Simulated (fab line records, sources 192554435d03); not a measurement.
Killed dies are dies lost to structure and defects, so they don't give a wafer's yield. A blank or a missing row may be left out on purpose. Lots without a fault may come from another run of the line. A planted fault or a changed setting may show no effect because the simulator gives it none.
Chamber matching | flow n5_finfet | N5_STI_FIN_REVEAL_ALD_14 on ald_sin-01: 4 sister chambers
The step deposits Si3N4, target thk 3 nm. 8 wafers are shown with their chamber, then 10 later ones without.

WAFERS WITH THEIR CHAMBER
wafer  | chamber | heater_power_w (W)
L078.2 | 2       | 1070
L080.2 | 3       | 863
L080.4 | 1       | 889
L083.1 | 2       | 1032
L083.2 | 0       | 788
L083.3 | 3       | 865
L085.1 | 0       | 771
L085.4 | 1       | 885

WAFERS WITHOUT THEIR CHAMBER
wafer  | heater_power_w (W)
L085.5 | 1020
L086.2 | 749
L086.4 | 882
L086.6 | 894
L087.1 | 887
L087.3 | 1020
L087.5 | 898
L092.1 | 876
L092.2 | 1051
L092.5 | 870

WHICH CHAMBER EACH WENT THROUGH
wafer  | from the rows above     | in truth
L085.5 | 2                       | 2
L086.2 | 0                       | 0
L086.4 | can't be placed: 1 or 3 | 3
L086.6 | can't be placed: 1 or 3 | 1
L087.1 | can't be placed: 1 or 3 | 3
L087.3 | 2                       | 2
L087.5 | can't be placed: 1 or 3 | 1
L092.1 | can't be placed: 1 or 3 | 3
L092.2 | 2                       | 2
L092.5 | can't be placed: 3 or 1 | 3
Placed correctly: 4 of 10. Can't be placed from these rows: 6 (the true chamber is among the candidates in 6). Placed wrongly: 0.
How it was worked out, from the rows above alone: a wafer's distance from a chamber is the root of the sum, over the readings, of the square of ((its reading less the chamber's mean) divided by the reading's scatter). The wafer belongs to the nearest chamber; if the next one is less than 2 further off, it can't be placed. A chamber's mean is the mean of its shown wafers. The scatter: the root of (the sum of the squares of (reading less its chamber's mean) over the shown wafers, divided by (wafers less chambers)).
